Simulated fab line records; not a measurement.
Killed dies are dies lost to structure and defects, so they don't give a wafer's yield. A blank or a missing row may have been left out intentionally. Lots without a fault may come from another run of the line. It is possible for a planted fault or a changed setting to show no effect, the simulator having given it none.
The tool behind it: which one? | flow nandHarc | 12 lots with 36 wafers sampled at 5 steps, on a route of 1159 steps

== WHAT THE GAUGES SHOWED, per wafer ==
NHARC_END_SORT_01.
lot  | measured     | on        | defectLimitedYield (%) | killedAtArray | killedAtOther | killedAtPeriphery | killedDies | killedOpen | killedShort | sort_bin_2_pct (%) | sort_bin_3_pct (%) | sort_bin_4_pct (%) | sortNPass   | sortRimYieldPct (%) | sortYieldPct (%)
L879 | day 21 18:38 | prober-02 | 95.1                   | 29            | 1             | 3                 | 33         | 4          | 3           | 1.8                | 0.15               | 3.0                | 644         | 92                  | 95.1
L883 | day 23 14:02 | prober-02 | 96.0 89.4 95.1         | 24 69 27      | 2 2 5         | 1 1 1             | 27 72 33   | 3 0 4      | 5 2 5       | 1.0 3.8 1.9        | 0.44 2.95 0.44     | 2.5 3.8 2.5        | 650 605 644 | 96 86 97            | 96.0 89.4 95.1
L889 | day 24 00:30 | prober-02 | 95.6 89.5 88.5         | 30 69 75      | 0 1 1         | 0 1 2             | 30 71 78   | 2 4 2      | 0 4 4       | 0.6 3.8 4.9        | 0.44 2.22 2.95     | 3.4 4.4 3.7        | 647 606 599 | 89 81 83            | 95.6 89.5 88.5

== EACH LOT AND THE TOOL THAT RAN IT (in order: tool; ch and the chambers of the sampled wafers; start) ==
lot  | NHARC_A_M1_STRIP_18               | NHARC_A_M1_PVD_20           | NHARC_A_BONDPAD_DEGAS_25    | NHARC_THIN_TSV_DEGAS_53
L869 | rieDiel-01 ch 0,1,3, day 17 16:34 | pvdSputter-01, day 17 17:20 | pvdSputter-01, day 17 22:10 | pvdSputter-02, day 18 18:26
L870 | rieDiel-08 ch 1,2,3, day 17 21:35 | pvdSputter-02, day 17 22:24 | pvdSputter-01, day 18 03:19 | pvdSputter-01, day 19 00:37
L872 | rieDiel-12 ch 0,3, day 18 03:58   | pvdSputter-03, day 18 04:46 | pvdSputter-01, day 18 10:02 | pvdSputter-03, day 19 07:09
L871 | rieDiel-12 ch 0,3, day 18 09:11   | pvdSputter-03, day 18 09:59 | pvdSputter-02, day 18 14:46 | pvdSputter-01, day 19 12:26
L875 | rieDiel-08 ch 0,1,2, day 19 08:53 | pvdSputter-03, day 19 09:39 | pvdSputter-03, day 19 14:08 | pvdSputter-02, day 20 09:23
L878 | rieDiel-01 ch 1,2,3, day 19 12:49 | pvdSputter-03, day 19 13:34 | pvdSputter-03, day 19 18:06 | pvdSputter-01, day 20 10:51
L877 | rieDiel-12 ch 1,2, day 20 02:53   | pvdSputter-01, day 20 03:43 | pvdSputter-02, day 20 08:14 | pvdSputter-01, day 21 06:25
L879 | rieDiel-01 ch 0,1,3, day 20 06:46 | pvdSputter-02, day 20 07:31 | pvdSputter-01, day 20 12:05 | pvdSputter-02, day 21 07:16
L882 | rieDiel-01 ch 0,1,2, day 20 22:52 | pvdSputter-03, day 20 23:36 | pvdSputter-03, day 21 04:00 | pvdSputter-01, day 21 22:23
L880 | rieDiel-01 ch 0,1,2, day 20 23:23 | pvdSputter-02, day 21 00:08 | pvdSputter-02, day 21 04:42 | pvdSputter-03, day 21 23:41
L883 | rieDiel-12 ch 0,2, day 21 21:44   | pvdSputter-03, day 21 22:34 | pvdSputter-02, day 22 03:15 | pvdSputter-03, day 23 03:52
L889 | rieDiel-01 ch 0,2,3, day 22 12:38 | pvdSputter-03, day 22 13:25 | pvdSputter-02, day 22 17:59 | pvdSputter-03, day 23 16:11
- NHARC_A_M1_STRIP_18: strips in N2/H2.
- NHARC_A_M1_PVD_20: deposits TaN, target thk 5 nm, time 8.06 s.
- NHARC_A_BONDPAD_DEGAS_25: time 60 s.
- NHARC_THIN_TSV_DEGAS_53: time 60 s.

== AS READ BY THE TOOLS THEMSELVES (means over the sampled wafers that have a number; for cases with no such wafer, the mark the record gives instead) ==
NHARC_A_M1_STRIP_18.
lot  | tool       | drypumpMotorCurrentA (A) | oesProductAu (a.u.) | rfVppV (V) | showerheadPlenumPTorr (Torr) | throttleValvePct (%)
L869 | rieDiel-01 | 5.6                      | 0.997               | 90.6       | 1.97                         | 14.174
L870 | rieDiel-08 | 6.0                      | 1.006               | 90.9       | 2.06                         | 14.175
L872 | rieDiel-12 | 5.8                      | 0.993               | 90.2       | 1.95                         | 14.167
L871 | rieDiel-12 | 6.2                      | 1.007               | 90.0       | 1.93                         | 14.169
L875 | rieDiel-08 | 6.2                      | 0.986               | 91.3       | 2.13                         | 14.176
L878 | rieDiel-01 | 5.8                      | 1.001               | 91.1       | 1.99                         | 14.168
L877 | rieDiel-12 | 6.4                      | 0.984               | 90.6       | 2.02                         | 14.179
L879 | rieDiel-01 | 5.6                      | 1.002               | 90.2       | 1.97                         | 14.181
L882 | rieDiel-01 | 6.0                      | 1.010               | 89.7       | 1.92                         | 14.174
L880 | rieDiel-01 | 6.1                      | 0.995               | 89.8       | 1.92                         | 14.180
L883 | rieDiel-12 | 6.6                      | 0.985               | 90.2       | 1.98                         | 14.168
L889 | rieDiel-01 | 5.8                      | 0.999               | 90.4       | 1.98                         | 14.173

NHARC_A_M1_PVD_20.
lot  | tool          | cathodeDcPowerW (W) | throttleValvePct (%)
L869 | pvdSputter-01 | 14998               | 30.5
L870 | pvdSputter-02 | 15003               | 29.9
L872 | pvdSputter-03 | 15001               | 30.6
L871 | pvdSputter-03 | 14999               | 30.5
L875 | pvdSputter-03 | 14999               | 30.5
L878 | pvdSputter-03 | 14998               | 30.4
L877 | pvdSputter-01 | 14998               | 29.9
L879 | pvdSputter-02 | 14999               | 29.8
L882 | pvdSputter-03 | 15001               | 30.3
L880 | pvdSputter-02 | 14999               | 30.0
L883 | pvdSputter-03 | 14997               | 30.2
L889 | pvdSputter-03 | 14999               | 30.6

NHARC_A_BONDPAD_DEGAS_25.
lot  | tool          | heaterPowerW (W)
L869 | pvdSputter-01 | 452
L870 | pvdSputter-01 | 446
L872 | pvdSputter-01 | 461
L871 | pvdSputter-02 | 411
L875 | pvdSputter-03 | 466
L878 | pvdSputter-03 | 463
L877 | pvdSputter-02 | 441
L879 | pvdSputter-01 | 457
L882 | pvdSputter-03 | 485
L880 | pvdSputter-02 | 437
L883 | pvdSputter-02 | 440
L889 | pvdSputter-02 | 450

NHARC_THIN_TSV_DEGAS_53.
lot  | tool          | heaterPowerW (W)
L869 | pvdSputter-02 | 442
L870 | pvdSputter-01 | 454
L872 | pvdSputter-03 | 495
L871 | pvdSputter-01 | 477
L875 | pvdSputter-02 | 442
L878 | pvdSputter-01 | 454
L877 | pvdSputter-01 | 455
L879 | pvdSputter-02 | 413
L882 | pvdSputter-01 | 452
L880 | pvdSputter-03 | 478
L883 | pvdSputter-03 | 471
L889 | pvdSputter-03 | 466

== THE ANSWER, worked out from the rows above alone ==
Rule: what is usual is taken from the lots themselves. Put in order of their means at a reading, lots are off if they are a third of the lots or fewer, leave a main group of 4 or more, and stand apart from it by a gap of 3 or more times the standard deviation of the main group's means; of several such gaps the widest counts. If all means in a main group match to the digits the tables above print for the reading, that group is not used. Also off: a lot with no number at a reading for which 4 or more lots have one. Where the step has rows for the other lots, those lots are counted as sound. Order of review: gauges by route order, followed by the tools' own readings, for which a lot's mean as printed above is used. The first step at which some lot is off is used, and at that step the reading that is off furthest; a lot without a number counts as furthest.
No lot is off on any of the readings shown, so nothing can be concluded from this.

== WHAT THE SIMULATOR HAD PUT IN ==
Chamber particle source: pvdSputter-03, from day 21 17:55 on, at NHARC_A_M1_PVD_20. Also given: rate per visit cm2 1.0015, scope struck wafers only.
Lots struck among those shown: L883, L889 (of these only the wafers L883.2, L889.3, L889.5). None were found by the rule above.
